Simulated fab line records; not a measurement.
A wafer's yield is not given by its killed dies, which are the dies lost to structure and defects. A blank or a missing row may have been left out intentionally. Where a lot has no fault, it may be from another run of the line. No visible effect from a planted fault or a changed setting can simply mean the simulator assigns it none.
Chamber matching -- flow n5 finfet -- N5_GATE_CUT_ETCH_19 on rie diel-04 has 3 sister chambers
The step etches SiNx in CH3F/O2, target depth 53.7 nm, time 76.7 s. 3 wafers are shown with their chamber, then 7 later ones without.

== EACH WAFER AND ITS CHAMBER ==
wafer,chamber,showerhead plenum p Torr (Torr)
L084.2,0,1.89
L087.1,3,2.04
L087.3,1,1.98

== WAFERS WITH NO CHAMBER GIVEN ==
wafer,showerhead plenum p Torr (Torr)
L087.6,2.05
L090.1,1.98
L090.4,1.98
L090.5,1.88
L092.3,2.04
L092.4,2.04
L092.6,1.88

== WHICH CHAMBER EACH WENT THROUGH ==
wafer,from the rows above,in truth
L087.6,3,3
L090.1,1,1
L090.4,1,1
L090.5,0,0
L092.3,3,3
L092.4,3,3
L092.6,0,0
Placed correctly: 7 of 7. Number that these rows cannot place: 0. Number placed wrongly: 0.
How it was worked out, from the rows above alone: a wafer's distance from a chamber is the root of the sum, over the readings, of the square of ((its reading less the chamber's mean) divided by the reading's scatter). The wafer belongs to the nearest chamber; if the next one is less than 2 further off, it can't be placed. The mean given for a chamber averages the wafers shown for that chamber. The scatter: root of mean squared gap, hidden wafer to nearest shown wafer, with one shown wafer a chamber.
